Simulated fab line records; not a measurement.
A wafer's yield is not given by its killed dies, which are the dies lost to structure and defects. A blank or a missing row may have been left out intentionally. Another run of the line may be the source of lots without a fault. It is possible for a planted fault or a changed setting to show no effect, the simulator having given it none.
Problem report, 8D (eight disciplines) form, completed by code | flow n5_finfet | the parts of the form that need people (team, actions taken, sign-off) are left out

== 1. WHAT IS WRONG ==
Across 2 wafers from 2 lots, M12_ILD_THK at N5_BEOL_M12_THK_MEAS_01 averages 580 nm, while fault-free wafers read 660 nm with a standard deviation of 8.1. Measured from the usual mean, that is -9.9 standard deviations.
Earliest sighting: wafer L601.5 on film_metro-02 at day 11 18:44. At this step, 33 wafers from 11 lots have a number in the record. By rule, "out" or "out of limits" means more than 4 standard deviations away from the usual mean. All remaining wafers that have a number are taken as sound.

== 2. WHAT IT IS; WHAT IT IS NOT ==
question                    | is                | is not
which readings at this step | M12_ILD_THK       | -
which lots                  | L601, L602        | L597, L600, L608, L610, L611, L613, L616, L617, L620
which wafers of those lots  | L601.5, L602.6    | L601.1, L601.3, L602.1, L602.5
read on which gauges        | film_metro-02     | film_metro-01
when                        | from day 11 18:44 | up to then (8 sound wafers); but 23 sound wafers of L602, L608, L610, L611, L613, L616, L617, L620 came after

== 3. SUSPECTS, AND WHAT RULES EACH OUT ==
Counting: if a tool at a process step up to the reading ran every lot that is out, it stays a suspect. Sound lots after the first of them don't rule it out here, since some wafers of a struck lot are sound.
- the gauge at N5_BEOL_M12_THK_MEAS_01: kept. All the wafers that are out were read on film_metro-02, and no step on other tools shows them out.
- rie_diel-05 at N5_BEOL_M11_STRIP_77 (strips in N2/H2, time 10 s): kept. Ran every lot that is out, first one L601 (day 11 16:56); last sound lot up to then L600 (day 11 07:59). Because N5_BEOL_M11_STRIP_77 lacks a start for some lots, the hours and order of its lots are taken from N5_BEOL_M11_PRE_CLEAN_45.
- pvd_sputter-02 at N5_BEOL_M11_PRE_CLEAN_45 (time 30 s): kept. It ran every lot that is out, first L601 (day 11 16:56).
- pecvd-02 at N5_BEOL_M12_ILD_DEP_00 (deposits SiOC from DEMS/O2, target thk 658.92 nm, time 130.7 s): kept. Ran every lot that is out, first one L601 (day 11 18:36); last sound lot up to then L600 (day 11 09:38).
- At N5_BEOL_M11_STRIP_77, inside rie_diel-05: chamber 0 took the wafers that are out, while their sound lot-mates went through chambers 1, 3.
- At N5_BEOL_M12_ILD_DEP_00, inside pecvd-02: chamber 0 took the wafers that are out, while their sound lot-mates went through chambers 1, 2.
Left after counting: rie_diel-05 at N5_BEOL_M11_STRIP_77, pvd_sputter-02 at N5_BEOL_M11_PRE_CLEAN_45, pecvd-02 at N5_BEOL_M12_ILD_DEP_00, film_metro-02 at N5_BEOL_M12_THK_MEAS_01.

== 4. THE CAUSE (what the simulator had put in) ==
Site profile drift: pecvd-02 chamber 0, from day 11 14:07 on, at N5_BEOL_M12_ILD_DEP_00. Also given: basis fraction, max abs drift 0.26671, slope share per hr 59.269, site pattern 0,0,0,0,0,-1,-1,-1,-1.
Of the 4 suspects that counting leaves, this tool is one.

== 5. SEQUENCE OF EFFECTS, ordered by route ==
One row per reading whose mean, taken over the struck wafers that have a number, lies over 3 standard deviations from the usual. Scope: only readings with a usual standard deviation given in the record; hours: median across lots of the time from each lot's start at the first step in this table that gives one to its start at this step; sigmas: change in usual standard deviations.
hours | step                    | reading         | usual  | on struck wafers | change | sigmas
0     | N5_BEOL_M12_THK_MEAS_01 | M12_ILD_THK     | 660 nm | 580              | -80    | -9.9
35    | N5_PASSIVATION_PROBE_49 | killed_at_M4_up | 15     | 44               | +30    | +5.5
It contains these process steps:
- N5_PASSIVATION_PROBE_49

== 6. HOW IT WOULD HAVE BEEN CAUGHT EARLIER ==
5 hours passed between the start of the fault at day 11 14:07 and the first reading out of limits at a measuring or inspecting step in this record, taken at day 11 18:44.
An alarm limit of 4 standard deviations would not have fired on the tool readings at N5_BEOL_M12_ILD_DEP_00 for which the record gives a usual standard deviation, since none of them was out on any struck wafer.
Lots out: 2; of these, L602 started N5_BEOL_M12_ILD_DEP_00 on pecvd-02 after day 11 18:44. Putting the tool on hold at that point would have spared it.
